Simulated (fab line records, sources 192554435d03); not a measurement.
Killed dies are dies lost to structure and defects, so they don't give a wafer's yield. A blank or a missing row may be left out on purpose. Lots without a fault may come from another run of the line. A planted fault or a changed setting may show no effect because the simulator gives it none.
A struck lot beside a sound one | flow n5_finfet | 37 steps out of a route of 1938
Sound: wafers L604.2, L604.3, L604.6. Struck: wafers L611.1, L611.2, L611.4. The cause comes at the end.
At each step with rows: each side's tool, then ch and its chambers, then its first start. Under that, the readings that differ: sound wafers | struck wafers | difference of the means | sigmas: that difference in standard deviations of wafers without a fault.
alike: readings whose means differ by less than 2 such deviations, and words and numbers that are the same on both sides. not compared: withheld readings, readings that some wafer has no value for, bounds like >300 that may hide the same value, and numbers for which the record gives no deviation and whose values overlap.
The two part at a step that has a row with sigmas, a row that says differs or no value, or rows on one side only. Numbers that don't overlap but have no deviation are shown without sigmas and don't part them. A reading that every wafer of one side lacks parts them only if that side has two wafers or more.

first, 9 steps without rows for these wafers: N5_BEOL_M4_ANNEAL_95 (time 240 s); N5_BEOL_M4_SPUTTER_96 (material Cu, target thk 4.5 nm, time 8.29 s); N5_BEOL_M4_ECD_50 (material Cu, target thk 300 nm); N5_BEOL_M4_ANNEAL_51 (time 90 s); N5_BEOL_M4_CMP_52 (polishes, stops on SiOC, t overpolish 6.8 s, target thk 40 nm); N5_BEOL_M4_PRE_CLEAN_60 (time 15 s); N5_BEOL_M4_CO_CAP_55 (material Co, precursor CCTBA/H2, target thk 2 nm, time 102.1 s); N5_BEOL_M4_PRE_CLEAN_56 (time 15 s); N5_BEOL_M4_DEP_57 (deposits SiCN from 3MS/NH3, target thk 8 nm, time 14 s).
N5_BEOL_M4_RC_MEAS_101:
  sound on prober-02 ch 0, day 9 10:05; struck on prober-01 ch 0, day 11 11:02
  alike: DIBL_N, DIBL_P, IOFF_N, IOFF_P, ION_N, ION_P, SS_N, SS_P, VT_N, VT_P
then, 24 steps without rows for these wafers: N5_BEOL_M5_ILD_DEP_00 (deposits SiCOH lowk from DEMS/porogen, target thk 140.64 nm, time 25.9 s); N5_BEOL_M5_CURE_79 (cures SiCOH lowk, time 240 s); N5_BEOL_M5_PECVD_70 (deposits SiO2 from TEOS/O2, target thk 16 nm, time 18 s); N5_BEOL_M5_HM_DEP_02 (deposits TiN, target thk 20 nm); N5_BEOL_M5_COAT_59 (time 60 s, resist thk 60 nm); N5_BEOL_M5_COAT_60 (time 60 s, resist thk 12 nm); N5_BEOL_M5_COAT_71 (time 60 s, resist thk 5 nm); N5_BEOL_M5_COAT_05 (resist thk 30 nm); N5_BEOL_M5_EBR_07; N5_BEOL_M5_SOFTBAKE_06 (time 60 s); N5_BEOL_M5_EXPOSE_08 (exposes mask M5, target cd 28 nm); N5_BEOL_M5_PEB_09 (peb time 60 s); N5_BEOL_M5_DEVELOP_10 (develop time 30 s); N5_BEOL_M5_DESCUM_16 (chemistry O2, time 7 s); N5_BEOL_M5_ETCH_72 (etches underlayer in N2/H2, target depth 6.5 nm, time 5.2 s); N5_BEOL_M5_ETCH_61 (etches SiARC in CF4, target depth 15.6 nm, time 26 s); N5_BEOL_M5_ETCH_62 (etches SOC in N2/H2, target depth 75 nm, overetch 15 nm, time 112.5 s); N5_BEOL_M5_STRIP_63 (strips in N2/H2); N5_BEOL_M5_STRIP_73 (strips in N2/H2); N5_BEOL_M5_STRIP_64 (strips in CF4); N5_BEOL_M5_HM_OPEN_17 (chemistry Cl2/BCl3, target TiN, target depth 20 nm, overetch 6 nm); N5_BEOL_M5_STRIP_19 (strips in O2); N5_BEOL_M5_COAT_65 (time 60 s, resist thk 60 nm); N5_BEOL_M5_COAT_66 (time 60 s, resist thk 12 nm).
N5_BEOL_M7_ETCH_65: etches SiARC in CF4, target depth 15.6 nm, time 26 s.
  sound on rie_diel-05 ch 0,1, day 10 13:22; struck on rie_diel-05 ch 0,2, day 12 17:12
  no value came back on the struck wafers for any of 9 readings (bias_w (W), cf4_flow_sccm (sccm) and others); on the sound wafers bias_w (W) reads 36.15 35.75 36.16
  reading                                      | sound        | struck         | difference | sigmas
  model.CAR-EUV_of_BEOL_M7_COAT_22.thk_nm (nm) | 11 11.2 11.2 | 20.4 20.4 20.4 | +9.3       |
  not compared: rf_hours_counter_h
N5_BEOL_M7_ETCH_66: etches SOC in N2/H2, target depth 80 nm, overetch 16 nm, time 120 s.
  sound on rie_diel-05 ch 0,1, day 10 13:23; struck on rie_diel-05 ch 0,2, day 12 17:14
  reading               | sound          | struck         | difference | sigmas
  oes_product_au (a.u.) | 0.60 0.69 0.59 | 0.33 0.29 0.33 | -0.31      | -6
  alike: bias_w, chamber_pressure_mTorr, drypump_motor_current_A, rf_vpp_V, showerhead_plenum_p_Torr, temp_c, throttle_valve_pct
  not compared: rf_hours_counter_h
-- the record jumps here: 3 days lie between the struck wafers' starts before and after (it left off in module BEOL_M7 and takes up again in module PASSIVATION, whose first step shown is number 1936 of the route) --
N5_PASSIVATION_PROBE_49:
  sound on prober-02, day 13 21:55; struck on prober-01, day 15 20:52
  reading                  | sound          | struck         | difference | sigmas
  defect_limited_yield (%) | 93.1 93.9 93.2 | 0 0 0          | -93        | -62
  killed_at_M4_up          | 8 11 14        | 1084 1095 1101 | +1082      | +99 or more
  killed_dies              | 81 72 80       | 1180 1180 1180 | +1102      | +61
  killed_on_rim            | 13 9 11        | 152 152 152    | +141       | +35
  sort_bin_5_function (%)  | 4.4 3.6 4.8    | 96.0 97.2 97.0 | +92.5      | +95
  sort_n_pass              | 1099 1108 1100 | 0 0 0          | -1102      | -65
  sort_yield_pct (%)       | 93.1 93.9 93.2 | 0 0 0          | -93        | -62
  alike: killed_at_M0_to_M3, killed_at_contacts, killed_at_front_end, killed_at_other, killed_open, killed_short, sort_bin_4_leakage, sort_bin_6_memory

WHERE THEY PART
First at N5_BEOL_M7_ETCH_65; last, within this record, at N5_PASSIVATION_PROBE_49.

WHY: what the simulator had put in
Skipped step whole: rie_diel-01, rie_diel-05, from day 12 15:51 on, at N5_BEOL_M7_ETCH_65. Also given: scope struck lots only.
